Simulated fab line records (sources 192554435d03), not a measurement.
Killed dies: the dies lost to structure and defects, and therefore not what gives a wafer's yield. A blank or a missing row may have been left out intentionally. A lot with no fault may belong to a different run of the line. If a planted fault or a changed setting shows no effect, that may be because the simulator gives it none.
Matching of chambers ; flow n5_finfet ; rie_diel-01 running N5_BEOL_M8_DESCUM_33: 4 sister chambers
The step chemistry O2, time 7 s. 4 wafers are shown with their chamber, then 12 later ones without.

WAFERS PAIRED WITH THEIR CHAMBERS
wafer;chamber;drypump_motor_current_A (A)
L085.1;3;5.5
L086.6;1;5.5
L087.1;0;5.1
L087.5;2;5.8

WAFERS WHOSE CHAMBER IS MISSING
wafer;drypump_motor_current_A (A)
L089.2;5.6
L089.4;5.5
L089.6;5.6
L091.1;5.5
L091.2;5.8
L091.6;5.1
L093.2;5.1
L093.4;5.5
L093.5;5.1
L097.1;5.9
L097.2;5.1
L097.6;5.6

THE CHAMBER EACH PASSED THROUGH
wafer;from the rows above;in truth
L089.2;can't be placed: 1 or 3 or 2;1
L089.4;can't be placed: 1 or 3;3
L089.6;can't be placed: 1 or 3 or 2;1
L091.1;can't be placed: 1 or 3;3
L091.2;2;2
L091.6;0;0
L093.2;0;0
L093.4;can't be placed: 1 or 3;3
L093.5;0;0
L097.1;2;2
L097.2;0;0
L097.6;can't be placed: 1 or 3 or 2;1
6 of 12 placed correctly. These rows do not allow placing 6 (true chamber among the candidates in 6). 0 placed wrongly.
How it was worked out, from the rows above alone: a wafer's distance from a chamber is the root of the sum, over the readings, of the square of ((its reading less the chamber's mean) divided by the reading's scatter). If the next closest chamber is less than 2 further off than the closest, the wafer can't be placed; otherwise it belongs to the closest. Each chamber's mean is taken over the wafers shown for it. The scatter (one wafer shown for each chamber): square how far every hidden wafer sits from the nearest shown wafer, average those squares and take the square root.
